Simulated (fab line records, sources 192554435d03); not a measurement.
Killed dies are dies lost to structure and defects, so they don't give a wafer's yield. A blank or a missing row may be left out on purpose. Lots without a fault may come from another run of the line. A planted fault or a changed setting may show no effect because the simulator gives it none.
Chamber matching | flow n5_finfet | N5_BEOL_M10_ALD_74 on ald_metal-04: 4 sister chambers
The step deposits TaN, target thk 2 nm, pulse time 2 s, purge time 3 s. 4 wafers are shown with their chamber, then 7 later ones without.

WAFERS WITH THEIR CHAMBER
wafer  | chamber | heater_power_w (W)
L088.1 | 0       | 477
L088.4 | 2       | 429
L089.2 | 3       | 403
L089.3 | 1       | 414

WAFERS WITHOUT THEIR CHAMBER
wafer  | heater_power_w (W)
L089.6 | 396
L092.1 | 406
L092.2 | 417
L092.3 | 435
L095.2 | 469
L095.4 | 429
L095.6 | 485

WHICH CHAMBER EACH WENT THROUGH
wafer  | from the rows above          | in truth
L089.6 | can't be placed: 3 or 1      | 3
L092.1 | can't be placed: 3 or 1      | 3
L092.2 | can't be placed: 1 or 2 or 3 | 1
L092.3 | 2                            | 2
L095.2 | 0                            | 0
L095.4 | 2                            | 2
L095.6 | 0                            | 0
Placed correctly: 4 of 7. Can't be placed from these rows: 3 (the true chamber is among the candidates in 3). Placed wrongly: 0.
How it was worked out, from the rows above alone: a wafer's distance from a chamber is the root of the sum, over the readings, of the square of ((its reading less the chamber's mean) divided by the reading's scatter). The wafer belongs to the nearest chamber; if the next one is less than 2 further off, it can't be placed. A chamber's mean is the mean of its shown wafers. The scatter: with one shown wafer a chamber, the root of the mean of the squares of how far each hidden wafer lies from its nearest shown one.
